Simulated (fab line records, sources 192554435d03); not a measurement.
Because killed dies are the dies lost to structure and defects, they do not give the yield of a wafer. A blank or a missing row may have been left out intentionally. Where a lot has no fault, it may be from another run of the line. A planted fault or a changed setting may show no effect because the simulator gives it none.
What tool caused it? -- flow n5 finfet -- 10 lots, 30 wafers sampled, at 6 steps of a route of 1938

## WHAT THE GAUGES SHOWED, per wafer
N5_BEOL_M1_INSPECT_13: inspects for defects (brightfield).
lot,measured,on,raw defect count
L815,day 6 02:58,defect inspect-01,504 387 486
L818,day 7 04:50,defect inspect-01,396 352 367
L820,day 7 09:40,defect inspect-01,470 395 485
L822,day 7 16:15,defect inspect-02,1111 1126 1169
L824,day 8 10:43,defect inspect-01,546 597 555
L825,day 8 20:56,defect inspect-01,1357 1189 1281
L826,day 8 21:05,defect inspect-02,1227 1441 1309
L831,day 10 01:11,defect inspect-02,320 407 297
L836,day 11 06:17,defect inspect-02,433 399 557
L838,day 11 22:47,defect inspect-02,394 482 418

N5_BEOL_M4_RC_MEAS_101.
lot,measured,on,DIBL_N (mV/V),DIBL_P (mV/V),IOFF_N (nA/um),IOFF_P (nA/um),ION_N (uA/um),ION_P (uA/um),SS_N (mV/dec),SS_P (mV/dec),VT_N (mV),VT_P (mV)
L815,day 7 19:43,prober-02,40.0 36.8 42.1,39.1 35.1 40.9,0.22 0.16 0.27,0.33 0.23 0.35,686 680 691,470 469 472,71.7 71.4 72.3,73.7 73.0 74.2,242 249 243,-242 -248 -241
L818,day 8 21:13,prober-01,37.0 32.8 34.7,38.6 32.4 35.2,0.17 0.09 0.12,0.24 0.14 0.18,697 651 666,480 450 459,71.6 71.4 71.6,72.8 71.4 72.1,247 259 253,-249 -254 -249
L820,day 9 03:22,prober-02,39.0 40.6 37.3,39.4 43.2 38.2,0.20 0.26 0.17,0.25 0.31 0.22,681 693 698,464 473 469,71.6 72.8 72.0,74.0 74.9 73.0,247 243 248,-249 -248 -251
L822,day 9 07:28,prober-01,35.1 37.2 37.0,35.3 38.0 37.3,0.15 0.19 0.19,0.22 0.27 0.26,687 687 687,473 472 470,71.1 72.2 71.5,73.1 73.1 73.8,246 245 245,-248 -245 -247
L824,day 10 02:01,prober-02,39.1 38.3 41.6,39.9 37.7 44.0,0.21 0.19 0.27,0.28 0.24 0.34,685 680 706,467 461 480,71.8 71.5 73.0,74.1 72.9 75.6,245 248 244,-247 -249 -245
L825,day 10 19:53,prober-01,36.9 32.6 36.2,38.9 32.7 38.4,0.18 0.11 0.19,0.25 0.16 0.25,673 675 692,462 461 472,72.5 70.8 72.3,73.3 72.4 73.1,247 258 246,-249 -254 -246
L826,day 10 20:28,prober-02,38.0 37.5 39.2,39.3 38.2 40.2,0.22 0.17 0.25,0.24 0.21 0.26,696 675 702,471 455 467,71.9 72.6 71.9,73.7 73.8 73.8,245 248 242,-251 -253 -247
L831,day 12 05:07,prober-02,33.5 32.0 35.5,34.4 33.1 35.0,0.14 0.13 0.16,0.20 0.19 0.21,669 679 652,463 468 450,70.6 70.6 71.8,73.1 72.6 73.5,251 249 251,-249 -250 -253
L836,day 13 07:53,prober-02,40.7 35.8 39.5,41.8 35.6 41.2,0.23 0.14 0.22,0.30 0.20 0.28,679 662 677,467 462 464,72.8 71.7 73.2,73.9 73.1 74.6,244 252 246,-248 -252 -249
L838,day 13 13:46,prober-02,38.2 37.2 34.7,36.8 36.0 33.0,0.19 0.18 0.13,0.30 0.26 0.21,680 681 675,476 468 472,71.5 71.3 71.0,73.7 73.0 72.6,246 246 251,-242 -246 -248

## EACH LOT AND THE TOOL THAT RAN IT (in order: tool; ch and the chambers of the sampled wafers; start)
lot,N5_BEOL_M0_SPUTTER_132,N5_BEOL_M0_SPUTTER_134,N5_BEOL_M0_ANNEAL_119,N5_BEOL_M1_ILD_DEP_00
L815,"pvd sputter-02, day 5 23:08","pvd sputter-02, day 5 23:15","rtp anneal-02 ch 0, day 5 23:52","pecvd-01 ch 0,1, day 6 00:46"
L818,"pvd sputter-02, day 7 00:50","pvd sputter-02, day 7 00:58","rtp anneal-02 ch 0, day 7 01:20","pecvd-02 ch 0,2, day 7 02:13"
L820,"pvd sputter-03, day 7 06:33","pvd sputter-03, day 7 06:40","rtp anneal-01 ch 0, day 7 06:59","pecvd-02 ch 0,1,2, day 7 07:54"
L822,"pvd sputter-01, day 7 12:51","pvd sputter-01, day 7 12:58","rtp anneal-02 ch 0, day 7 13:35","pecvd-02 ch 0,1, day 7 14:28"
L824,"pvd sputter-01, day 8 07:22","pvd sputter-01, day 8 07:29","rtp anneal-02 ch 0, day 8 08:14","pecvd-01 ch 0,2, day 8 09:07"
L825,"pvd sputter-01, day 8 17:21","pvd sputter-01, day 8 17:28","rtp anneal-01 ch 0, day 8 17:50","pecvd-02 ch 0,1,2, day 8 18:42"
L826,"pvd sputter-02, day 8 17:27","pvd sputter-02, day 8 17:34","rtp anneal-02 ch 0, day 8 17:53","pecvd-02 ch 0,1, day 8 18:50"
L831,"pvd sputter-03, day 9 22:43","pvd sputter-03, day 9 22:50","rtp anneal-01 ch 0, day 9 23:22","pecvd-04 ch 1,2, day 10 00:11"
L836,"pvd sputter-03, day 11 03:16","pvd sputter-03, day 11 03:23","rtp anneal-01 ch 0, day 11 03:45","pecvd-01 ch 1,2, day 11 04:40"
L838,"pvd sputter-03, day 11 19:39","pvd sputter-03, day 11 19:46","rtp anneal-02 ch 0, day 11 21:12","pecvd-02 ch 0,1,2, day 11 22:01"
- N5_BEOL_M0_SPUTTER_132: material Cu, target thk 4 nm, time 7.37 s.
- N5_BEOL_M0_SPUTTER_134: material Cu, target thk 4 nm, time 7.37 s.
- N5_BEOL_M0_ANNEAL_119: time 90 s.
- N5_BEOL_M1_ILD_DEP_00: deposits SiOC from DEMS/O2, target thk 79 nm, time 15.3 s.

## AS READ BY THE TOOLS THEMSELVES (means over the sampled wafers that have a number; for cases with no such wafer, the mark the record gives instead)
N5_BEOL_M0_SPUTTER_132.
lot,tool,throttle valve pct (%)
L815,pvd sputter-02,29.5
L818,pvd sputter-02,29.7
L820,pvd sputter-03,28.7
L822,pvd sputter-01,30.6
L824,pvd sputter-01,29.7
L825,pvd sputter-01,30.2
L826,pvd sputter-02,30.2
L831,pvd sputter-03,29.6
L836,pvd sputter-03,29.3
L838,pvd sputter-03,28.1

N5_BEOL_M0_SPUTTER_134.
lot,tool,throttle valve pct (%)
L815,pvd sputter-02,29.5
L818,pvd sputter-02,29.7
L820,pvd sputter-03,28.8
L822,pvd sputter-01,30.4
L824,pvd sputter-01,29.8
L825,pvd sputter-01,30.0
L826,pvd sputter-02,30.3
L831,pvd sputter-03,29.6
L836,pvd sputter-03,29.4
L838,pvd sputter-03,27.9

N5_BEOL_M0_ANNEAL_119.
lot,tool,wafer_temp_C_max
L815,rtp anneal-02,226.2
L818,rtp anneal-02,226.2
L820,rtp anneal-01,226.4
L822,rtp anneal-02,226.7
L824,rtp anneal-02,226.6
L825,rtp anneal-01,226.8
L826,rtp anneal-02,226.4
L831,rtp anneal-01,226.3
L836,rtp anneal-01,226.3
L838,rtp anneal-02,226.2

N5_BEOL_M1_ILD_DEP_00.
lot,tool,heater power w (W),showerhead plenum p Torr (Torr),throttle valve pct (%)
L815,pecvd-01,532,5.726,12.0
L818,pecvd-02,466,5.688,11.2
L820,pecvd-02,441,5.698,11.8
L822,pecvd-02,421,5.710,11.9
L824,pecvd-01,448,5.713,12.1
L825,pecvd-02,448,5.696,11.9
L826,pecvd-02,379,5.715,12.9
L831,pecvd-04,468,5.704,11.7
L836,pecvd-01,541,5.676,11.6
L838,pecvd-02,437,5.696,11.9

## THE ANSWER, worked out from the rows above alone
Rule: what is usual is taken from the lots themselves. The widest of any qualifying gaps counts: lots, ordered by their means at a reading, are off when they make up no more than a third of the lots, leave a main group of 4 or more, and stand apart from it by 3 or more times the standard deviation of that group's means. A main group is skipped when, at the precision printed for the reading in the tables above, its means are all equal. Also off: a lot with no number at a reading for which 4 or more lots have one. The other lots that the step has rows for count as sound. After the gauges, taken in route order, come the tools' own readings; for these a lot's mean is taken, as printed above. At the first step where some lot is off, the reading lying furthest off is the one used; lots without a number count as furthest.
Off, at N5_BEOL_M1_INSPECT_13 on raw defect count: L822, L825, L826. The main group has a mean of 440 with a standard deviation of 67.
If a tool, at a process step before that reading, ran all the lots that are off and no sound lot after the first of them, it fits. The gauges at N5_BEOL_M1_INSPECT_13 are tried like those tools. Of those tried, none fits.

## WHAT THE SIMULATOR PUT IN
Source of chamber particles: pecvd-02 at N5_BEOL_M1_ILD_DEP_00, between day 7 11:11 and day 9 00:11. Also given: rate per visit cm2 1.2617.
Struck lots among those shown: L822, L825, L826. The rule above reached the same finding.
